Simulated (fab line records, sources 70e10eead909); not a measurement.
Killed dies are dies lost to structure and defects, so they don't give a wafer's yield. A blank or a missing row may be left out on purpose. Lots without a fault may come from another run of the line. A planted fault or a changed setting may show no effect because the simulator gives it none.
Chamber matching | flow nand_harc | NHARC_A_STAIRCASE_ETCHBACK_157 on rie_diel-08: 4 sister chambers
The step etches the open film in CH3F/O2, target depth 90 nm, time 167.14 s. 8 wafers are shown with their chamber, then 10 later ones without.

WAFERS WITH THEIR CHAMBER
wafer  | chamber | showerhead_plenum_p_Torr (Torr) | rf_vpp_V (V)
L075.6 | 3       | 2.29                            | 241.0
L082.6 | 0       | 2.29                            | 242.1
L083.2 | 2       | 2.62                            | 245.1
L083.4 | 0       | 2.29                            | 241.4
L088.4 | 2       | 2.62                            | 246.7
L088.5 | 1       | 2.37                            | 242.3
L089.1 | 1       | 2.37                            | 241.5
L089.4 | 3       | 2.28                            | 242.2

WAFERS WITHOUT THEIR CHAMBER
wafer  | showerhead_plenum_p_Torr (Torr) | rf_vpp_V (V)
L089.5 | 2.62                            | 245.5
L085.1 | 2.62                            | 247.6
L085.3 | 2.28                            | 240.6
L085.6 | 2.28                            | 241.7
L094.4 | 2.28                            | 242.7
L094.5 | 2.27                            | 242.4
L094.6 | 2.61                            | 246.1
L097.3 | 2.61                            | 245.7
L097.4 | 2.61                            | 248.0
L097.6 | 2.36                            | 242.8

WHICH CHAMBER EACH WENT THROUGH
wafer  | from the rows above     | in truth
L089.5 | 2                       | 2
L085.1 | 2                       | 2
L085.3 | can't be placed: 3 or 0 | 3
L085.6 | can't be placed: 3 or 0 | 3
L094.4 | can't be placed: 3 or 0 | 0
L094.5 | can't be placed: 3 or 0 | 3
L094.6 | 2                       | 2
L097.3 | 2                       | 2
L097.4 | 2                       | 2
L097.6 | 1                       | 1
Placed correctly: 6 of 10. Can't be placed from these rows: 4 (the true chamber is among the candidates in 4). Placed wrongly: 0.
How it was worked out, from the rows above alone: a wafer's distance from a chamber is the root of the sum, over the readings, of the square of ((its reading less the chamber's mean) divided by the reading's scatter). The wafer belongs to the nearest chamber; if the next one is less than 2 further off, it can't be placed. A chamber's mean is the mean of its shown wafers. The scatter: the root of (the sum of the squares of (reading less its chamber's mean) over the shown wafers, divided by (wafers less chambers)).
